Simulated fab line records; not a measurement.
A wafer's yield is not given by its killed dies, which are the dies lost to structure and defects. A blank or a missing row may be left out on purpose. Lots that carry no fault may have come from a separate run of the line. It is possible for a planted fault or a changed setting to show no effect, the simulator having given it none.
Code-filled problem report in 8D (eight disciplines) form | flow nand-harc | the parts of the form that need people (team, actions taken, sign-off) are left out

## 1. PROBLEM STATEMENT
Mean of raw-defect-count at NHARC_A_M1_INSPECT_27: 4770 over 2 wafers from 1 lot, against 443 (standard deviation 98) on wafers with no fault. Measured from the usual mean, that is +44 standard deviations.
First seen on wafer L921.1, day 22 06:30, on defect-inspect-02. At this step, 38 wafers from 13 lots have a number in the record. Rule for "out", or "out of limits": more than 4 standard deviations from the usual mean. The other wafers with a number count as sound.

## 2. WHAT IT IS; WHAT IT IS NOT
question                    | is                     | is not
which readings at this step | raw-defect-count       | -
which lots                  | L921                   | L904, L905, L906, L908, L910, L911, L912, L913, L914, L917, L918, L919
which wafers of those lots  | all that have a number | -
read on which gauges        | defect-inspect-02      | defect-inspect-01
when                        | from day 22 06:30      | up to then (36 sound wafers)

## 3. THE SUSPECTS, EACH WITH WHAT RULES IT OUT
Counting: a tool at any process step up to the reading remains a suspect when it ran all the lots that are out and ran no sound lot after the first of those.
- the gauge at NHARC_A_M1_INSPECT_27: kept. All the wafers that are out were read on defect-inspect-02, and no step on other tools shows them out.
- rie-diel-05 at NHARC_A_M1_ETCH_28 (etches the open film in CF4/N2, target depth 30 nm, time 72.99 s): kept. It ran the lot that is out, L921 (day 22 06:02), and no sound lot after that; its last sound lot up to then is L917 (day 21 08:45). NHARC_A_M1_ETCH_28: start missing for some lots; hours and lot order therefore follow NHARC_A_M1_CMP_23.
- cmp-01 at NHARC_A_M1_CMP_23 (polishes, t overpolish 20 s, target thk 154.34 nm): kept. It ran the lot that is out, L921 (day 22 06:02), and no sound lot after that; its last sound lot up to then is L918 (day 21 02:44).
Left after counting: rie-diel-05 at NHARC_A_M1_ETCH_28, cmp-01 at NHARC_A_M1_CMP_23, defect-inspect-02 at NHARC_A_M1_INSPECT_27.

## 4. THE CAUSE (what the simulator had put in)
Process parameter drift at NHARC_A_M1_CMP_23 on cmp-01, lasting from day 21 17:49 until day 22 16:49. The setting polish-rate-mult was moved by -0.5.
Counting leaves 3 suspects; this tool is one of them.

## 5. THE CHAIN OF EFFECTS, in route order
Each row: a reading whose mean over the struck wafers that have a number lies more than 3 standard deviations from the usual. Only readings whose record carries a usual standard deviation are examined. hours: median over the lots of the time between each lot's start at the first step of this table that gives one and its start at this step. sigmas: the change, counted in usual standard deviations.
hours | step                  | reading            | usual  | on struck wafers | change | sigmas
0     | NHARC_A_M1_CMP_23     | time-to-endpoint-s | 27.9 s | 37.8             | +9.9   | +4.0
0     | NHARC_A_M1_INSPECT_27 | raw-defect-count   | 443    | 4770             | +4326  | +44
It contains these process steps:
- NHARC_A_M1_CMP_23: polishes, t overpolish 20 s, target thk 154.34 nm.

## 6. WHAT WOULD HAVE CAUGHT IT SOONER
The first out-of-limits reading at a measuring or inspecting step in this record came at day 22 06:30, 13 hours after the fault's start at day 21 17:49.
An alarm limit of 4 standard deviations would not have fired on the tool readings at NHARC_A_M1_CMP_23 for which the record gives a usual standard deviation, since none of them was out on any struck wafer.
All the lots that are out (1) had begun NHARC_A_M1_CMP_23 on cmp-01 by day 22 06:30. Tool hold at that time: it would have spared none of them.
